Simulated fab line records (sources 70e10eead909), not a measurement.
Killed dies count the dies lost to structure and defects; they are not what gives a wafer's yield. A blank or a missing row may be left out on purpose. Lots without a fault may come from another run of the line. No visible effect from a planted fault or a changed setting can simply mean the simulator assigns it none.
The tool behind it: which one? ; flow nand-harc ; Sampling: 11 lots, 33 wafers, 5 of 1159 route steps

WHAT EACH GAUGE READ, for each wafer
NHARC_END_SORT_01. Usual: defect-limited-yield 95.4 %, standard deviation 1.3; killed-at-array 27, standard deviation 8; killed-at-other 0.8, standard deviation 1.2; killed-at-periphery 3.3, standard deviation 2.3; killed-dies 31, standard deviation 8.8; killed-open 3.2, standard deviation 2.1; killed-short 2.1, standard deviation 1.4; sort_bin_2_pct 1.4 %, standard deviation 0.55; sort_bin_3_pct 0.25 %, standard deviation 0.2; sort_bin_4_pct 2.9 %, standard deviation 0.92; sort-n-pass 646, standard deviation 8.8; sort-rim-yield-pct 95.5 %, standard deviation 2.7; sort-yield-pct 95.4 %, standard deviation 1.3.
lot;measured;on;defect-limited-yield (%);killed-at-array;killed-at-other;killed-at-periphery;killed-dies;killed-open;killed-short;sort_bin_2_pct (%);sort_bin_3_pct (%);sort_bin_4_pct (%);sort-n-pass;sort-rim-yield-pct (%);sort-yield-pct (%);flag
L863;day 23 09:38;prober-02;97.5 57.5 96.6;13 286 20;2 1 2;2 1 1;17 288 23;2 2 2;0 4 1;0.6 13.3 0.3;0.15 2.95 0.15;1.8 26.3 3.0;660 389 654;94.3 50.0 98.1;97.5 57.5 96.6;OFF
L864;day 23 11:49;prober-01;93.1 53.2 93.5;40 314 38;2 2 1;5 1 5;47 317 44;0 1 0;1 2 1;2.7 17.0 1.6;0.15 2.51 0.30;4.1 27.3 4.6;630 360 633;96.2 62.3 98.1;93.1 53.2 93.5;OFF

WHICH TOOL RAN EACH LOT (tool, then ch and the chambers of the sampled wafers, then the start)
lot;NHARC_A_M1_ECD_22;NHARC_THIN_TSV_ETCH_15;NHARC_THIN_TSV_PVD_19;NHARC_THIN_TSV_ANNEAL_52
L848;ecd-cu-02 ch 0,1, day 17 22:13;rie-si-05 ch 0,2,3, day 18 19:02;pvd-sputter-03, day 18 22:12 or earlier;rtp-anneal-01 ch 0, day 18 22:12
L849;ecd-cu-02 ch 0,1, day 18 09:43;rie-si-06 ch 2,3, day 19 10:01;pvd-sputter-03, day 19 13:26 or earlier;rtp-anneal-01 ch 0, day 19 13:26
L852;ecd-cu-02 ch 0,1, day 18 10:16;rie-si-03 ch 0,2,3, day 19 08:46;pvd-sputter-02, day 19 11:56 or earlier;rtp-anneal-01 ch 0, day 19 11:56
L851;ecd-cu-01 ch 0, day 18 14:16;rie-si-03 ch 0,2, day 19 12:20;pvd-sputter-02, day 19 15:44 or earlier;rtp-anneal-01 ch 0, day 19 15:44
L850;ecd-cu-01 ch 0,1, day 18 14:56;rie-si-05 ch 0,3, day 19 11:08;pvd-sputter-03, day 19 14:26 or earlier;rtp-anneal-01 ch 0, day 19 14:26
L853;ecd-cu-01 ch 0,1, day 19 12:10;rie-si-03 ch 0,1,3, day 20 10:59;pvd-sputter-03, day 20 14:08 or earlier;rtp-anneal-01 ch 0, day 20 14:08
L854;ecd-cu-02 ch 0,1, day 19 12:28;rie-si-06 ch 0,1,3, day 20 12:11;pvd-sputter-03, day 20 15:34 or earlier;rtp-anneal-01 ch 0, day 20 15:34
L863;ecd-cu-01 ch 0,1, day 21 14:02;rie-si-03 ch 0,1, day 22 14:21;pvd-sputter-03, day 22 17:46 or earlier;rtp-anneal-02 ch 0, day 22 17:46
L864;ecd-cu-01 ch 0,1, day 21 23:25;rie-si-03 ch 2,3, day 22 21:56;pvd-sputter-01, day 23 01:06 or earlier;rtp-anneal-02 ch 0, day 23 01:06
L866;ecd-cu-02 ch 0,1, day 22 09:31;rie-si-05 ch 0,1,2, day 23 06:27;pvd-sputter-02, day 23 09:42 or earlier;rtp-anneal-01 ch 0, day 23 09:42
L865;ecd-cu-02 ch 0,1, day 22 15:50;rie-si-03 ch 1,2,3, day 23 12:16;pvd-sputter-02, day 23 15:55 or earlier;rtp-anneal-01 ch 0, day 23 15:55
- NHARC_A_M1_ECD_22: material Cu, target thk 400 nm.
- NHARC_THIN_TSV_ETCH_15: target depth 3000 nm, bosch target overetch cycles 2, bosch etch step 2.8 s.
- NHARC_THIN_TSV_PVD_19: deposits TaN, target thk 20 nm.
- NHARC_THIN_TSV_ANNEAL_52: time 90 s.

WHAT THE TOOLS THEMSELVES READ (means of the sampled wafers that have a number; where no wafer has one, the mark that the record gives instead)
NHARC_THIN_TSV_ETCH_15. Usual: drypump-motor-current-A at 5.6 A, with a standard deviation of 0.36.
lot;tool;drypump-motor-current-A (A);flag
L848;rie-si-05;5.4;
L849;rie-si-06;5.4;
L852;rie-si-03;5.7;
L851;rie-si-03;5.6;
L850;rie-si-05;5.6;
L853;rie-si-03;5.4;
L854;rie-si-06;5.8;
L863;rie-si-03;5.3;
L864;rie-si-03;6.1;
L866;rie-si-05;5.5;
L865;rie-si-03;5.7;

NHARC_THIN_TSV_PVD_19. Usual: throttle-valve-pct at 30.2 %, with a standard deviation of 0.75.
lot;tool;throttle-valve-pct (%);flag
L848;pvd-sputter-03;29.9;
L849;pvd-sputter-03;30.3;
L852;pvd-sputter-02;31.2;
L851;pvd-sputter-02;31.5;
L850;pvd-sputter-03;30.3;
L853;pvd-sputter-03;29.9;
L854;pvd-sputter-03;29.8;
L863;pvd-sputter-03;30.2;
L864;pvd-sputter-01;29.8;
L866;pvd-sputter-02;30.4;
L865;pvd-sputter-02;30.4;

NHARC_THIN_TSV_ANNEAL_52. Usual: wafer_temp_C_max at 225.72, with a standard deviation of 0.23.
lot;tool;wafer_temp_C_max;flag
L848;rtp-anneal-01;225.61;
L849;rtp-anneal-01;225.57;
L852;rtp-anneal-01;225.81;
L851;rtp-anneal-01;225.67;
L850;rtp-anneal-01;225.73;
L853;rtp-anneal-01;225.39;
L854;rtp-anneal-01;225.51;
L863;rtp-anneal-02;226.05;
L864;rtp-anneal-02;225.79;
L866;rtp-anneal-01;225.57;
L865;rtp-anneal-01;225.47;

THE ANSWER, worked out from the rows above alone
Rule: a lot is off if the mean of its wafers that have a number lies more than 3 standard deviations from the usual mean. A lot without any number at a reading at which 4 lots or more have one is off too. The other lots that the step has rows for count as sound. After the gauges, taken in route order, come the tools' own readings; for these a lot's mean is taken, as printed above. At the first step where some lot is off, the reading lying furthest off is the one used; lots without a number count as furthest.
Off at NHARC_END_SORT_01 (killed-at-array): L863, L864. Neither off nor sound, because the step has no rows for them: L848, L849, L852, L851, L850, L853, L854, L866, L865.
If a tool, at a process step before that reading, ran all the lots that are off and no sound lot after the first of them, it fits. Gauges at NHARC_END_SORT_01: tried the same way as those tools. With no start given for some of its lots, NHARC_THIN_TSV_PVD_19 uses the hours and lot order of NHARC_THIN_TSV_ANNEAL_52. Can't be told from this: 3 tools fit, ecd-cu-01 at NHARC_A_M1_ECD_22, rie-si-03 at NHARC_THIN_TSV_ETCH_15, rtp-anneal-02 at NHARC_THIN_TSV_ANNEAL_52.

WHAT THE SIMULATOR PUT IN
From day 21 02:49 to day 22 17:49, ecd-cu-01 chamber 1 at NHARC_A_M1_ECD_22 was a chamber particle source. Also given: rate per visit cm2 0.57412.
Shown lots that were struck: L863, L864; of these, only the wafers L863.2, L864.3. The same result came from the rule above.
